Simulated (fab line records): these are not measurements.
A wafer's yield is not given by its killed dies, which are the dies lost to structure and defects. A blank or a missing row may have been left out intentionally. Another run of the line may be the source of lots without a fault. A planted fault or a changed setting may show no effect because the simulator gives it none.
fab line records :: flow nand_harc
record
  lots=6
  wafers=18
  last_day=24
route steps=1159 shown A_ZERO_WELL@412 A_SOURCE_PLATE@413 A_ONON_D1@424 END@1159
lots with no fault: from the same line, run without faults
start_h: the number of hours between the record's first day and the start of the first shown wafer of the lot :: wait_h: time in hours since the lot's previous step :: " as in the row above :: L1.1+2: several wafers, shown together as one row :: - no value, or no start was given :: * or withheld: withheld :: < > ~ a bound
route shown NAME@n: a module of which the file shows steps, and the number in the route of the first :: usual: mean/standard deviation of fault-free wafers :: same: alike in all rows :: chamber/n: place in a boat :: sites: each site's reading :: _std_site: standard deviation of those values :: _edge_site: outer sites' mean less inner sites' :: radius_mm: how far each site lies from the wafer's centre :: mask NAME#n: copy n :: behind: the last tool/chamber to shape the wafer :: hold: why the lot was held/for how many hours/how that ended :: device: transistor that didn't switch, given as n, p or np :: end of line: tests of these same wafers at the route's end :: a step with no rows: only its recipe :: killed: not the wafer's yield, but the dies lost to structure and defects at the first sort :: map: the dies of a wafer, with x for killed, . for not killed, _ for no die there
set.NAME: the setting that was run; set.NAME@STEP: the one run at that earlier step :: model.NAME: the simulator's own value behind a step, which no gauge read
lots at selected steps of the route; one table per step, one row per wafer
services: when a tool's chamber went out of use (start_h, in hours from the record's first day, below 0 if earlier), for how many hours, and the reason
## steps
# step NHARC_A_ZERO_WELL_INSPECT_17
# usual
  raw_defect_count=10/5
lot.wafer: L123.1
tool: defect_inspect-02
chamber: -
start_h: 148.03
wait_h: 0.2
raw_defect_count: 12

lot.wafer: L123.4
tool: defect_inspect-02
chamber: -
start_h: 148.03
wait_h: 0.2
raw_defect_count: 10

lot.wafer: L123.6
tool: defect_inspect-02
chamber: -
start_h: 148.03
wait_h: 0.2
raw_defect_count: 12

lot.wafer: L128.1
tool: defect_inspect-01
chamber: -
start_h: 163.71
wait_h: 0.2
raw_defect_count: 4

lot.wafer: L128.3
tool: defect_inspect-01
chamber: -
start_h: 163.71
wait_h: 0.2
raw_defect_count: 8

lot.wafer: L128.4
tool: defect_inspect-01
chamber: -
start_h: 163.71
wait_h: 0.2
raw_defect_count: 5

lot.wafer: L130.1
tool: defect_inspect-02
chamber: -
start_h: 178.10
wait_h: 0.2
raw_defect_count: 6

lot.wafer: L130.4
tool: defect_inspect-02
chamber: -
start_h: 178.10
wait_h: 0.2
raw_defect_count: 5

lot.wafer: L130.5
tool: defect_inspect-02
chamber: -
start_h: 178.10
wait_h: 0.2
raw_defect_count: 3

lot.wafer: L136.1
tool: defect_inspect-02
chamber: -
start_h: 213.50
wait_h: 0.2
raw_defect_count: 8

lot.wafer: L136.3
tool: defect_inspect-02
chamber: -
start_h: 213.50
wait_h: 0.2
raw_defect_count: 13

lot.wafer: L136.4
tool: defect_inspect-02
chamber: -
start_h: 213.50
wait_h: 0.2
raw_defect_count: 11

lot.wafer: L141.1
tool: defect_inspect-01
chamber: -
start_h: 250.12
wait_h: 0.2
raw_defect_count: 6

lot.wafer: L141.4
tool: defect_inspect-01
chamber: -
start_h: 250.12
wait_h: 0.2
raw_defect_count: 15

lot.wafer: L141.6
tool: defect_inspect-01
chamber: -
start_h: 250.12
wait_h: 0.2
raw_defect_count: 12

lot.wafer: L143.3
tool: defect_inspect-02
chamber: -
start_h: 268.30
wait_h: 0.1
raw_defect_count: 22

lot.wafer: L143.5
tool: defect_inspect-02
chamber: -
start_h: 268.30
wait_h: 0.1
raw_defect_count: 5

lot.wafer: L143.6
tool: defect_inspect-02
chamber: -
start_h: 268.30
wait_h: 0.1
raw_defect_count: 9
# step NHARC_A_SOURCE_PLATE_PRECLEAN_00
# recipe
  time_s=60
  chemistry=HF-LAST
# step NHARC_A_SOURCE_PLATE_SRD_01
# step NHARC_A_SOURCE_PLATE_OXIDE_02
# recipe
  target_thk_a=100
  temp_c=900
  ox_time_s=1362
  material=SiO2
# step NHARC_A_SOURCE_PLATE_THK_MEAS_09
# recipe
  thk_meas_gauge=ellipsometry
# usual
  thk_nm=9.7/1.1
lot.wafer: L123.1
tool: film_metro-01
chamber: -
start_h: 155.67
wait_h: 0.4
thk_nm: 8.5

lot.wafer: L123.4
tool: film_metro-01
chamber: -
start_h: 155.67
wait_h: 0.4
thk_nm: 10.0

lot.wafer: L123.6
tool: film_metro-01
chamber: -
start_h: 155.67
wait_h: 0.4
thk_nm: 10.4

lot.wafer: L128.1
tool: film_metro-02
chamber: -
start_h: 171.11
wait_h: 0.4
thk_nm: 10.3

lot.wafer: L128.3
tool: film_metro-02
chamber: -
start_h: 171.11
wait_h: 0.4
thk_nm: 10.2

lot.wafer: L128.4
tool: film_metro-02
chamber: -
start_h: 171.11
wait_h: 0.4
thk_nm: 10.9

lot.wafer: L130.1
tool: film_metro-01
chamber: -
start_h: 183.33
wait_h: 0.4
thk_nm: 8.8

lot.wafer: L130.4
tool: film_metro-01
chamber: -
start_h: 183.33
wait_h: 0.4
thk_nm: 9.1

lot.wafer: L130.5
tool: film_metro-01
chamber: -
start_h: 183.33
wait_h: 0.4
thk_nm: 10.9

lot.wafer: L136.1
tool: film_metro-02
chamber: -
start_h: 220.56
wait_h: 0.4
thk_nm: 11.5

lot.wafer: L136.3
tool: film_metro-02
chamber: -
start_h: 220.56
wait_h: 0.4
thk_nm: 8.4

lot.wafer: L136.4
tool: film_metro-02
chamber: -
start_h: 220.56
wait_h: 0.4
thk_nm: 10.7

lot.wafer: L141.1
tool: film_metro-01
chamber: -
start_h: 257.99
wait_h: 0.4
thk_nm: 8.0

lot.wafer: L141.4
tool: film_metro-01
chamber: -
start_h: 257.99
wait_h: 0.4
thk_nm: 9.5

lot.wafer: L141.6
tool: film_metro-01
chamber: -
start_h: 257.99
wait_h: 0.4
thk_nm: 10.1

lot.wafer: L143.3
tool: film_metro-01
chamber: -
start_h: 275.42
wait_h: 0.4
thk_nm: 11.0

lot.wafer: L143.5
tool: film_metro-01
chamber: -
start_h: 275.42
wait_h: 0.4
thk_nm: 11.0

lot.wafer: L143.6
tool: film_metro-01
chamber: -
start_h: 275.42
wait_h: 0.4
thk_nm: 7.9
# step NHARC_A_SOURCE_PLATE_PVD_04
# recipe
  target_thk_a=500
  material=WSi2
# step NHARC_A_SOURCE_PLATE_CVD_03
# recipe
  target_thk_a=2000
  temp_c=620
  pressure_mtorr=200
  time_s=4000
  material=poly-Si
# step NHARC_A_SOURCE_PLATE_ANNEAL_05
# recipe
  temp_c=850
  time_s=1800
# step NHARC_A_SOURCE_PLATE_THK_MEAS_06
# recipe
  thk_meas_gauge=ellipsometry
# usual
  thk_nm=201.1/1.9
lot.wafer: L123.1
tool: film_metro-02
chamber: -
start_h: 168.54
wait_h: 0.4
thk_nm: 201.3

lot.wafer: L123.4
tool: film_metro-02
chamber: -
start_h: 168.54
wait_h: 0.4
thk_nm: 200.9

lot.wafer: L123.6
tool: film_metro-02
chamber: -
start_h: 168.54
wait_h: 0.4
thk_nm: 199.6

lot.wafer: L128.1
tool: film_metro-01
chamber: -
start_h: 184.11
wait_h: 0.4
thk_nm: 197.9

lot.wafer: L128.3
tool: film_metro-01
chamber: -
start_h: 184.11
wait_h: 0.4
thk_nm: 200.0

lot.wafer: L128.4
tool: film_metro-01
chamber: -
start_h: 184.11
wait_h: 0.4
thk_nm: 199.8

lot.wafer: L130.1
tool: film_metro-01
chamber: -
start_h: 196.48
wait_h: 0.4
thk_nm: 200.4

lot.wafer: L130.4
tool: film_metro-01
chamber: -
start_h: 196.48
wait_h: 0.4
thk_nm: 201.0

lot.wafer: L130.5
tool: film_metro-01
chamber: -
start_h: 196.48
wait_h: 0.4
thk_nm: 198.9

lot.wafer: L136.1
tool: film_metro-01
chamber: -
start_h: 233.82
wait_h: 0.4
thk_nm: 200.7

lot.wafer: L136.3
tool: film_metro-01
chamber: -
start_h: 233.82
wait_h: 0.4
thk_nm: 200.7

lot.wafer: L136.4
tool: film_metro-01
chamber: -
start_h: 233.82
wait_h: 0.4
thk_nm: 200.7

lot.wafer: L141.1
tool: film_metro-01
chamber: -
start_h: 271.37
wait_h: 0.4
thk_nm: 202.3

lot.wafer: L141.4
tool: film_metro-01
chamber: -
start_h: 271.37
wait_h: 0.4
thk_nm: 201.7

lot.wafer: L141.6
tool: film_metro-01
chamber: -
start_h: 271.37
wait_h: 0.4
thk_nm: 201.6

lot.wafer: L143.3
tool: film_metro-02
chamber: -
start_h: 288.18
wait_h: 0.4
thk_nm: 199.2

lot.wafer: L143.5
tool: film_metro-02
chamber: -
start_h: 288.18
wait_h: 0.4
thk_nm: 198.0

lot.wafer: L143.6
tool: film_metro-02
chamber: -
start_h: 288.18
wait_h: 0.4
thk_nm: 198.1
# step NHARC_A_SOURCE_PLATE_INSPECT_08
# usual
  raw_defect_count=62/24
lot.wafer: L123.1
tool: defect_inspect-02
chamber: -
start_h: 168.60
wait_h: 0.0
raw_defect_count: 69

lot.wafer: L123.4
tool: defect_inspect-02
chamber: -
start_h: 168.60
wait_h: 0.0
raw_defect_count: 91

lot.wafer: L123.6
tool: defect_inspect-02
chamber: -
start_h: 168.60
wait_h: 0.0
raw_defect_count: 98

lot.wafer: L128.1
tool: defect_inspect-02
chamber: -
start_h: 184.17
wait_h: 0.0
raw_defect_count: 89

lot.wafer: L128.3
tool: defect_inspect-02
chamber: -
start_h: 184.17
wait_h: 0.0
raw_defect_count: 63

lot.wafer: L128.4
tool: defect_inspect-02
chamber: -
start_h: 184.17
wait_h: 0.0
raw_defect_count: 57

lot.wafer: L130.1
tool: defect_inspect-02
chamber: -
start_h: 196.54
wait_h: 0.0
raw_defect_count: 35

lot.wafer: L130.4
tool: defect_inspect-02
chamber: -
start_h: 196.54
wait_h: 0.0
raw_defect_count: 34

lot.wafer: L130.5
tool: defect_inspect-02
chamber: -
start_h: 196.54
wait_h: 0.0
raw_defect_count: 66

lot.wafer: L136.1
tool: defect_inspect-02
chamber: -
start_h: 233.88
wait_h: 0.0
raw_defect_count: 39

lot.wafer: L136.3
tool: defect_inspect-02
chamber: -
start_h: 233.88
wait_h: 0.0
raw_defect_count: 22

lot.wafer: L136.4
tool: defect_inspect-02
chamber: -
start_h: 233.88
wait_h: 0.0
raw_defect_count: 25

lot.wafer: L141.1
tool: defect_inspect-02
chamber: -
start_h: 271.45
wait_h: 0.0
raw_defect_count: 66

lot.wafer: L141.4
tool: defect_inspect-02
chamber: -
start_h: 271.45
wait_h: 0.0
raw_defect_count: 103

lot.wafer: L141.6
tool: defect_inspect-02
chamber: -
start_h: 271.45
wait_h: 0.0
raw_defect_count: 160

lot.wafer: L143.3
tool: defect_inspect-02
chamber: -
start_h: 288.25
wait_h: 0.0
raw_defect_count: 68

lot.wafer: L143.5
tool: defect_inspect-02
chamber: -
start_h: 288.25
wait_h: 0.0
raw_defect_count: 58

lot.wafer: L143.6
tool: defect_inspect-02
chamber: -
start_h: 288.25
wait_h: 0.0
raw_defect_count: 24
# step NHARC_A_ONON_D1_DEP_00
# recipe
  target_thk_a=10000
  n2_flow_sccm=2750
  n2o_flow_sccm=2000
  nh3_flow_sccm=500
  sih4_flow_sccm=210
  temp_c=400
lot.wafer: L123.1+4+6
tool: pecvd_onon-03
chamber: 0
start_h: 168.67
wait_h: 0.1

lot.wafer: L128.1+3+4
tool: pecvd_onon-03
chamber: 0
start_h: 184.24
wait_h: 0.1

lot.wafer: L130.1+4+5
tool: pecvd_onon-03
chamber: 0
start_h: 196.61
wait_h: 0.1

lot.wafer: L136.1+3+4
tool: pecvd_onon-02
chamber: 0
start_h: 233.95
wait_h: 0.1

lot.wafer: L141.1+4+6
tool: pecvd_onon-02
chamber: 0
start_h: 271.52
wait_h: 0.1

lot.wafer: L143.3+5+6
tool: pecvd_onon-02
chamber: 0
start_h: 288.43
wait_h: 0.2
# step NHARC_A_ONON_D1_THK_MEAS_02
# recipe
  thk_meas_gauge=ellipsometry
# usual
  thk_nm=998/9.3
lot.wafer: L123.1
tool: film_metro-02
chamber: -
start_h: 169.19
wait_h: -
thk_nm: 1002

lot.wafer: L123.4
tool: film_metro-02
chamber: -
start_h: 169.19
wait_h: -
thk_nm: 1001

lot.wafer: L123.6
tool: film_metro-02
chamber: -
start_h: 169.19
wait_h: -
thk_nm: 1003

lot.wafer: L128.1
tool: film_metro-02
chamber: -
start_h: 184.75
wait_h: -
thk_nm: 1005

lot.wafer: L128.3
tool: film_metro-02
chamber: -
start_h: 184.75
wait_h: -
thk_nm: 1664

lot.wafer: L128.4
tool: film_metro-02
chamber: -
start_h: 184.75
wait_h: -
thk_nm: 1663

lot.wafer: L130.1
tool: film_metro-01
chamber: -
start_h: 197.12
wait_h: -
thk_nm: 984

lot.wafer: L130.4
tool: film_metro-01
chamber: -
start_h: 197.12
wait_h: -
thk_nm: 1643

lot.wafer: L130.5
tool: film_metro-01
chamber: -
start_h: 197.12
wait_h: -
thk_nm: 983

lot.wafer: L136.1
tool: film_metro-01
chamber: -
start_h: 234.45
wait_h: -
thk_nm: 1010

lot.wafer: L136.3
tool: film_metro-01
chamber: -
start_h: 234.45
wait_h: -
thk_nm: 1009

lot.wafer: L136.4
tool: film_metro-01
chamber: -
start_h: 234.45
wait_h: -
thk_nm: 1010

lot.wafer: L141.1
tool: film_metro-02
chamber: -
start_h: 272.03
wait_h: -
thk_nm: 1002

lot.wafer: L141.4
tool: film_metro-02
chamber: -
start_h: 272.03
wait_h: -
thk_nm: 1002

lot.wafer: L141.6
tool: film_metro-02
chamber: -
start_h: 272.03
wait_h: -
thk_nm: 1002

lot.wafer: L143.3
tool: film_metro-01
chamber: -
start_h: 288.83
wait_h: -
thk_nm: 994

lot.wafer: L143.5
tool: film_metro-01
chamber: -
start_h: 288.83
wait_h: -
thk_nm: 993

lot.wafer: L143.6
tool: film_metro-01
chamber: -
start_h: 288.83
wait_h: -
thk_nm: 994
# step NHARC_A_ONON_D1_DEP_03
# recipe
  target_thk_a=10000
  n2_flow_sccm=2750
  n2o_flow_sccm=2000
  nh3_flow_sccm=500
  sih4_flow_sccm=210
  temp_c=400
# step NHARC_END_SORT_01
# recipe
  temp_c=25
# usual
  killed_at_array=21/8.9
  killed_at_other=0.8/1.3
  killed_at_periphery=3.6/2.4
  killed_dies=26/8.9
  killed_open=3.1/1.8
  killed_short=1.9/1.3
# same
  gross_dies=677
lot.wafer: L128.1
tool: prober-01
chamber: 0
start_h: 454.05
wait_h: 2.5
killed_at_array: 15
killed_at_other: 0
killed_at_periphery: 7
killed_dies: 22
killed_open: 3
killed_short: 1

lot.wafer: L128.3
tool: prober-01
chamber: 0
start_h: 455.68
wait_h: 3.1
killed_at_array: 673
killed_at_other: 0
killed_at_periphery: 4
killed_dies: 677
killed_open: 5
killed_short: 1

lot.wafer: L128.4
tool: prober-01
chamber: 0
start_h: 456.49
wait_h: 3.4
killed_at_array: 676
killed_at_other: 0
killed_at_periphery: 1
killed_dies: 677
killed_open: 1
killed_short: 3

lot.wafer: L130.1
tool: prober-02
chamber: 0
start_h: 485.01
wait_h: 2.5
killed_at_array: 37
killed_at_other: 0
killed_at_periphery: 4
killed_dies: 41
killed_open: 4
killed_short: 0

lot.wafer: L130.4
tool: prober-02
chamber: 0
start_h: 487.39
wait_h: 3.4
killed_at_array: 672
killed_at_other: 0
killed_at_periphery: 5
killed_dies: 677
killed_open: 2
killed_short: 3

lot.wafer: L130.5
tool: prober-02
chamber: 0
start_h: 488.19
wait_h: 3.7
killed_at_array: 30
killed_at_other: 1
killed_at_periphery: 4
killed_dies: 35
killed_open: 4
killed_short: 3

lot.wafer: L141.1
tool: prober-02
chamber: 0
start_h: 558.79
wait_h: 2.5
killed_at_array: 15
killed_at_other: 0
killed_at_periphery: 2
killed_dies: 17
killed_open: 6
killed_short: 0

lot.wafer: L141.4
tool: prober-02
chamber: 0
start_h: 561.18
wait_h: 3.4
killed_at_array: 21
killed_at_other: 0
killed_at_periphery: 2
killed_dies: 23
killed_open: 4
killed_short: 2

lot.wafer: L141.6
tool: prober-02
chamber: 0
start_h: 562.77
wait_h: 4.0
killed_at_array: 19
killed_at_other: 0
killed_at_periphery: 3
killed_dies: 22
killed_open: 4
killed_short: 4
# killed by level:class
L128.1 A_CONTACT:chamber_film_flake=4 P_M1:chamber_film_flake=3 A_STAIRCASE:chamber_film_flake=3 P_ZERO_WELL:chamber_film_flake=2 A_CHANNEL_HOLE_D1:chamber_film_flake=2 A_SLIT:chamber_film_flake=2 P_M0:geometric_particle:open=1 A_ONON_D1:geometric_particle:open=1
L128.3 A_ONON_D1:area_dep=655 A_SLIT:chamber_film_flake=6 A_STAIRCASE:chamber_film_flake=3 A_CONTACT:geometric_particle:open=2 P_M1:chamber_film_flake=2 A_CHANNEL_HOLE_D1:chamber_film_flake=2 A_CONTACT:chamber_film_flake=2 P_CONTACT:geometric_particle:open=1
L128.4 A_ONON_D1:area_dep=656 A_SLIT:chamber_film_flake=9 A_STAIRCASE:chamber_film_flake=3 A_CONTACT:chamber_film_flake=3 A_CHANNEL_FILL_D1:geometric_particle:short=2 A_ONON_D1:geometric_particle:open=1 A_CHANNEL_HOLE_D1:geometric_particle:short=1 P_ZERO_WELL:chamber_film_flake=1
L130.1 A_CHANNEL_HOLE_D1:chamber_film_flake=15 A_SLIT:chamber_film_flake=7 A_M0:chamber_film_flake=6 A_CONTACT:chamber_film_flake=4 P_GATE:chamber_film_flake=2 P_M2:geometric_particle:open=1 A_CHANNEL_FILL_D1:geometric_particle:open=1 A_SGD_CUT:geometric_particle:open=1
L130.4 A_ONON_D1:area_dep=624 A_CHANNEL_HOLE_D1:chamber_film_flake=21 A_SLIT:chamber_film_flake=15 A_M0:chamber_film_flake=5 P_GATE:chamber_film_flake=3 A_WL_FILL:geometric_particle:short=2 A_CONTACT:geometric_particle:open=2 P_M0:chamber_film_flake=2
L130.5 A_CHANNEL_HOLE_D1:chamber_film_flake=13 A_SLIT:chamber_film_flake=7 A_M0:chamber_film_flake=4 A_ONON_D1:geometric_particle:short=2 P_M0:geometric_particle:open=1 A_WL_FILL:geometric_particle:open=1 A_CONTACT:geometric_particle:open=1 A_M1:geometric_particle:short=1
L141.1 A_SLIT:chamber_film_flake=5 A_CHANNEL_HOLE_D1:chamber_film_flake=3 A_CONTACT:geometric_particle:open=2 P_GATE:chamber_film_flake=2 A_ONON_D1:geometric_particle:open=1 A_CHANNEL_FILL_D1:geometric_particle:open=1 A_WL_FILL:geometric_particle:open=1 A_BLC:geometric_particle:open=1
L141.4 A_SLIT:chamber_film_flake=8 A_STAIRCASE:chamber_film_flake=4 A_CONTACT:geometric_particle:open=2 A_CHANNEL_HOLE_D1:chamber_film_flake=2 P_M2:geometric_particle:open=1 A_SGD_CUT:geometric_particle:open=1 A_SLIT:geometric_particle:short=1 A_CONTACT:geometric_particle:short=1
L141.6 A_SLIT:chamber_film_flake=7 A_CHANNEL_HOLE_D1:chamber_film_flake=3 P_GATE:chamber_film_flake=2 A_BLC:geometric_particle:open=2 P_M0:geometric_particle:short=1 A_SOURCE_PLATE:geometric_particle:open=1 A_ONON_D1:geometric_particle:short=1 A_CHANNEL_FILL_D1:geometric_particle:short=1
# map L128.3 (x killed, . not)
____________x____________
_________xxxxxxx_________
_______xxxxxxxxxxx_______
______xxxxxxxxxxxxx______
_____xxxxxxxxxxxxxxx_____
____xxxxxxxxxxxxxxxxx____
____xxxxxxxxxxxxxxxxx____
___xxxxxxxxxxxxxxxxxxx___
___xxxxxxxxxxxxxxxxxxx___
__xxxxxxxxxxxxxxxxxxxxx__
__xxxxxxxxxxxxxxxxxxxxx__
_xxxxxxxxxxxxxxxxxxxxxxx_
_xxxxxxxxxxxxxxxxxxxxxxx_
_xxxxxxxxxxxxxxxxxxxxxxx_
_xxxxxxxxxxxxxxxxxxxxxxx_
_xxxxxxxxxxxxxxxxxxxxxxx_
xxxxxxxxxxxxxxxxxxxxxxxxx
xxxxxxxxxxxxxxxxxxxxxxxxx
xxxxxxxxxxxxxxxxxxxxxxxxx
xxxxxxxxxxxxxxxxxxxxxxxxx
xxxxxxxxxxxxxxxxxxxxxxxxx
_xxxxxxxxxxxxxxxxxxxxxxx_
_xxxxxxxxxxxxxxxxxxxxxxx_
_xxxxxxxxxxxxxxxxxxxxxxx_
_xxxxxxxxxxxxxxxxxxxxxxx_
_xxxxxxxxxxxxxxxxxxxxxxx_
__xxxxxxxxxxxxxxxxxxxxx__
__xxxxxxxxxxxxxxxxxxxxx__
___xxxxxxxxxxxxxxxxxxx___
___xxxxxxxxxxxxxxxxxxx___
____xxxxxxxxxxxxxxxxx____
____xxxxxxxxxxxxxxxxx____
_____xxxxxxxxxxxxxxx_____
______xxxxxxxxxxxxx______
_______xxxxxxxxxxx_______
_________xxxxxxx_________
____________x____________
# map L130.4 (x killed, . not)
____________x____________
_________xxxxxxx_________
_______xxxxxxxxxxx_______
______xxxxxxxxxxxxx______
_____xxxxxxxxxxxxxxx_____
____xxxxxxxxxxxxxxxxx____
____xxxxxxxxxxxxxxxxx____
___xxxxxxxxxxxxxxxxxxx___
___xxxxxxxxxxxxxxxxxxx___
__xxxxxxxxxxxxxxxxxxxxx__
__xxxxxxxxxxxxxxxxxxxxx__
_xxxxxxxxxxxxxxxxxxxxxxx_
_xxxxxxxxxxxxxxxxxxxxxxx_
_xxxxxxxxxxxxxxxxxxxxxxx_
_xxxxxxxxxxxxxxxxxxxxxxx_
_xxxxxxxxxxxxxxxxxxxxxxx_
xxxxxxxxxxxxxxxxxxxxxxxxx
xxxxxxxxxxxxxxxxxxxxxxxxx
xxxxxxxxxxxxxxxxxxxxxxxxx
xxxxxxxxxxxxxxxxxxxxxxxxx
xxxxxxxxxxxxxxxxxxxxxxxxx
_xxxxxxxxxxxxxxxxxxxxxxx_
_xxxxxxxxxxxxxxxxxxxxxxx_
_xxxxxxxxxxxxxxxxxxxxxxx_
_xxxxxxxxxxxxxxxxxxxxxxx_
_xxxxxxxxxxxxxxxxxxxxxxx_
__xxxxxxxxxxxxxxxxxxxxx__
__xxxxxxxxxxxxxxxxxxxxx__
___xxxxxxxxxxxxxxxxxxx___
___xxxxxxxxxxxxxxxxxxx___
____xxxxxxxxxxxxxxxxx____
____xxxxxxxxxxxxxxxxx____
_____xxxxxxxxxxxxxxx_____
______xxxxxxxxxxxxx______
_______xxxxxxxxxxx_______
_________xxxxxxx_________
____________x____________
## services
tool: pecvd_onon-03
chamber: -
start_h: 153.21
hours: 13.0
kind: pm
## key
first_sign
  step=NHARC_A_ONON_D1_THK_MEAS_02
  reading=thk_nm
  direction=up
  sigmas=71
  usual=998
  struck=1657
effect
  step=NHARC_END_SORT_01
  reading=killed_at_array
  direction=up
  sigmas=73
  usual=21
  struck=674
more_kills_born_at
  NHARC_A_ONON_D1_DEP_00@pecvd_onon-03=1935
met_at NHARC_A_ONON_D1_DEP_00
struck_wafers L128.3,L128.4,L130.4
later_rows_left_out L128.3,L128.4,L130.4
tester_left_out L128,L130
onset_between 168.67 184.24
fault
  kind=process_parameter_drift
  tool=pecvd_onon-03
  chamber=-
  onset_h=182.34
  steps=NHARC_A_ONON_D1_DEP_00
  channel=target_thk_a
  offset=*
  shape=step
  end_h=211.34
  scope=struck_wafers_only
  acts_in=*
  stated=*
# tester_left_out: of these lots the tester's yield and bins aren't shown, on N5 and GAA mostly nor the transistor test; their killed dies are dies lost to structure and defects alone, not to doping, threshold or leakage, so they don't give the yield
# later_rows_left_out: the simulator's readings of these wafers behind a module that went badly wrong aren't trusted and aren't shown, but for the sort
